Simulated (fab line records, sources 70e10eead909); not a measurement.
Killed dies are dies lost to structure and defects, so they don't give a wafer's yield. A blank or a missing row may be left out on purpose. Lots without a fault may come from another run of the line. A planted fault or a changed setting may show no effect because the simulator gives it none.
Chamber matching | flow nand_harc | NHARC_P_ZERO_WELL_DESCUM_54 on rie_diel-13: 4 sister chambers
The step chemistry O2, time 3 s. 8 wafers are shown with their chamber, then 9 later ones without.

WAFERS WITH THEIR CHAMBER
wafer  | chamber | showerhead_plenum_p_Torr (Torr) | drypump_motor_current_A (A)
L078.4 | 0       | 1.84                            | 5.8
L081.2 | 2       | 2.00                            | 5.3
L081.3 | 0       | 1.84                            | 5.8
L081.4 | 1       | 1.81                            | 5.1
L084.1 | 2       | 2.00                            | 5.3
L085.2 | 1       | 1.80                            | 5.1
L085.3 | 3       | 1.80                            | 5.5
L085.6 | 3       | 1.80                            | 5.6

WAFERS WITHOUT THEIR CHAMBER
wafer  | showerhead_plenum_p_Torr (Torr) | drypump_motor_current_A (A)
L090.1 | 2.00                            | 5.3
L090.2 | 1.84                            | 5.7
L090.6 | 1.80                            | 5.6
L093.4 | 1.80                            | 5.1
L093.5 | 1.84                            | 5.8
L093.6 | 1.80                            | 5.6
L096.3 | 1.84                            | 5.7
L096.5 | 1.80                            | 5.2
L096.6 | 2.00                            | 5.3

WHICH CHAMBER EACH WENT THROUGH
wafer  | from the rows above | in truth
L090.1 | 2                   | 2
L090.2 | 0                   | 0
L090.6 | 3                   | 3
L093.4 | 1                   | 1
L093.5 | 0                   | 0
L093.6 | 3                   | 3
L096.3 | 0                   | 0
L096.5 | 1                   | 1
L096.6 | 2                   | 2
Placed correctly: 9 of 9. Can't be placed from these rows: 0. Placed wrongly: 0.
How it was worked out, from the rows above alone: a wafer's distance from a chamber is the root of the sum, over the readings, of the square of ((its reading less the chamber's mean) divided by the reading's scatter). The wafer belongs to the nearest chamber; if the next one is less than 2 further off, it can't be placed. A chamber's mean is the mean of its shown wafers. The scatter: the root of (the sum of the squares of (reading less its chamber's mean) over the shown wafers, divided by (wafers less chambers)).
